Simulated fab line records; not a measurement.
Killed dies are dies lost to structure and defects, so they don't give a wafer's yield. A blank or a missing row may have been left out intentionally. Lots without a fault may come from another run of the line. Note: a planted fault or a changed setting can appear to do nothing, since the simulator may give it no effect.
A struck lot beside a sound one -- flow n5Finfet -- 19 steps out of a route of 1938
Sound: these wafers, L700.2, L700.3, L700.5. The struck wafers were L698.3, L698.5, L698.6. At the end, the cause is stated.
Order at every step that has rows: each side's tool, ch and its chambers, its first start. Under that, the readings that differ: sound wafers -- struck wafers -- difference of the means -- sigmas: that difference in standard deviations of wafers without a fault.
alike: readings with means less than 2 such deviations apart, plus words and numbers identical on both sides. not compared: withheld readings, readings lacking a value on some wafer, bounds such as >300 that could conceal the same value, and numbers that have no deviation in the record and whose values overlap.
The two part at a step that has a row with sigmas, a row that says differs or no value, or rows on one side only. Numbers that don't overlap but have no deviation are shown without sigmas and don't part them. A reading that every wafer of one side lacks parts them only if that side has two wafers or more.

first, 8 steps without rows for these wafers: N5_BEOL_M6_CMP_52 (polishes, stops on SiCOH lowk, t overpolish 6.9 s, target thk 80 nm); N5_BEOL_M6_PRE_CLEAN_55 (time 15 s); N5_BEOL_M6_DEP_56 (deposits SiCN from 3MS/NH3, target thk 10 nm, time 17.5 s); N5_BEOL_M7_ILD_DEP_00 (deposits SiCOH lowk from DEMS/porogen, target thk 179.75 nm, time 33.4 s); N5_BEOL_M7_CURE_74 (cures SiCOH lowk, time 240 s); N5_BEOL_M7_PECVD_70 (deposits SiO2 from TEOS/O2, target thk 20 nm, time 22.7 s); N5_BEOL_M7_HM_DEP_02 (deposits TiN, target thk 20 nm); N5_BEOL_M7_COAT_59 (time 60 s, resist thk 100 nm).
N5_BEOL_M7_COAT_60: time 60 s, resist thk 35 nm.
  sound on lithoTrack-03 ch 0, day 12 03:35; struck on lithoTrack-01 ch 0, day 12 03:27
reading,sound,struck,difference,sigmas
spinSpeedRpm (rpm),1500.7 1500.6 1500.5,1178.1 1178.0 1179.3,-322.1,-99 or more
model.SiARC_of_BEOL_M7_COAT_60.thkNm (nm),35 35 34.8,39.4 39.4 39.4,+4.5,
  alike: resistLineTempC
then, 7 steps without rows for these wafers: N5_BEOL_M7_COAT_05 (resist thk 90 nm); N5_BEOL_M7_EBR_07; N5_BEOL_M7_SOFTBAKE_06 (time 60 s); N5_BEOL_M7_EXPOSE_08 (exposes mask M7); N5_BEOL_M7_PEB_09 (peb time 60 s); N5_BEOL_M7_DEVELOP_10 (develop time 30 s); N5_BEOL_M7_DESCUM_16 (chemistry O2, time 7.9 s).
N5_BEOL_M7_ETCH_61: etches SiARC in CF4, target depth 45.5 nm, time 75.8 s.
  sound on rieDiel-01 ch 0,2,3, day 12 04:12; struck on rieDiel-03 ch 0,1,2, day 12 04:05
reading,sound,struck,difference,sigmas
etchRfOnTimeS (s),75.4 77.3 74.0,85.7 86.2 90.1,+11.8,+7
model.etch.depthNm (nm),34.95 34.94 34.88,39.41 39.41 39.39,+4.48,
model.CAR-ArF_of_BEOL_M7_COAT_05.thkNm (nm),51.2 51.2 51.4,46.2 46 46.4,-5.1,
  alike: chamberPressureMTorr, drypumpMotorCurrentA, oesProductAu, rfVppV, showerheadPlenumPTorr, throttleValvePct
  not compared: rfHoursCounterH
N5_BEOL_M7_ETCH_62: etches SOC in N2/H2, target depth 110 nm, overetch 22 nm, time 165 s.
  sound on rieDiel-01 ch 0,2,3, day 12 04:16; struck on rieDiel-03 ch 0,1,2, day 12 04:09
reading,sound,struck,difference,sigmas
model.SiARC_of_BEOL_M7_COAT_60.thkNm (nm),28.2 28.4 28.2,32.8 32.8 33,+4.6,
  alike: chamberPressureMTorr, drypumpMotorCurrentA, h2FlowSccm, oesProductAu, rfVppV, showerheadPlenumPTorr, throttleValvePct
  not compared: rfHoursCounterH
then, 1 step without rows for these wafers: N5_BEOL_M7_STRIP_68 (strips in N2/H2).

WHERE THEY PART
Last at N5_BEOL_M7_ETCH_61 as far as this record goes, first at N5_BEOL_M7_COAT_60. Later steps at which nothing parts them and some readings are alike: N5_BEOL_M7_ETCH_62.

WHY: whatever the simulator had introduced
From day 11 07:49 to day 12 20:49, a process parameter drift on lithoTrack-01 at N5_BEOL_M7_COAT_60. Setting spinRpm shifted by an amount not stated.
